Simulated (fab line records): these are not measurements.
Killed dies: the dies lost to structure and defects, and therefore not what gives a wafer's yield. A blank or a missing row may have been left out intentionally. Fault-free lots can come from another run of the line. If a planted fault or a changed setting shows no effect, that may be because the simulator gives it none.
Matching of chambers + flow nand_harc + NHARC_A_WL_FILL_ALD_02 on ald_metal-03: 4 sister chambers
The step deposits TiN, target thk 2 nm, pulse time 3 s, ald cycles 100. 8 wafers are shown with their chamber, then 10 later ones without.

WAFERS PAIRED WITH THEIR CHAMBERS
| wafer  | chamber | heater_power_w (W) | precursor_pulse_height_rel |
|--------|---------|--------------------|----------------------------|
| L085.5 | 1       | 1050               | 1.013                      |
| L087.2 | 1       | 1017               | 0.973                      |
| L087.5 | 2       | 1197               | 1.003                      |
| L087.6 | 3       | 1061               | 0.992                      |
| L089.3 | 3       | 1083               | 0.992                      |
| L089.6 | 0       | 1225               | 0.974                      |
| L092.1 | 2       | 1217               | 1.020                      |
| L092.3 | 0       | 1248               | 1.018                      |

WAFERS WITH NO CHAMBER GIVEN
| wafer  | heater_power_w (W) | precursor_pulse_height_rel |
|--------|--------------------|----------------------------|
| L092.6 | 1194               | 1.022                      |
| L093.3 | 1188               | 1.017                      |
| L093.4 | 1038               | 0.982                      |
| L093.5 | 1054               | 0.979                      |
| L095.2 | 1066               | 1.000                      |
| L095.3 | 1213               | 1.005                      |
| L095.5 | 1037               | 1.035                      |
| L096.3 | 1093               | 1.029                      |
| L096.5 | 1032               | 1.033                      |
| L096.6 | 1232               | 1.017                      |

EACH ONE'S CHAMBER
| wafer  | from the rows above     | in truth |
|--------|-------------------------|----------|
| L092.6 | can't be placed: 2 or 0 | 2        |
| L093.3 | can't be placed: 2 or 0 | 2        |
| L093.4 | can't be placed: 1 or 3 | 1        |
| L093.5 | can't be placed: 3 or 1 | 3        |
| L095.2 | can't be placed: 3 or 1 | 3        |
| L095.3 | can't be placed: 2 or 0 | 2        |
| L095.5 | can't be placed: 1 or 3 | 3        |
| L096.3 | can't be placed: 3 or 1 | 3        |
| L096.5 | can't be placed: 1 or 3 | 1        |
| L096.6 | can't be placed: 0 or 2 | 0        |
Correct placement for 0 of the 10. Cannot be placed on the basis of these rows: 10; the candidates contain the true chamber in 10. Placed wrongly: 0.
How it was worked out, from the rows above alone: a wafer's distance from a chamber is the root of the sum, over the readings, of the square of ((its reading less the chamber's mean) divided by the reading's scatter). The wafer belongs to the nearest chamber; if the next one is less than 2 further off, it can't be placed. For every chamber, the mean is computed from those of its wafers that are shown. The scatter: the root of (the sum of the squares of (reading less its chamber's mean) over the shown wafers, divided by (wafers less chambers)).
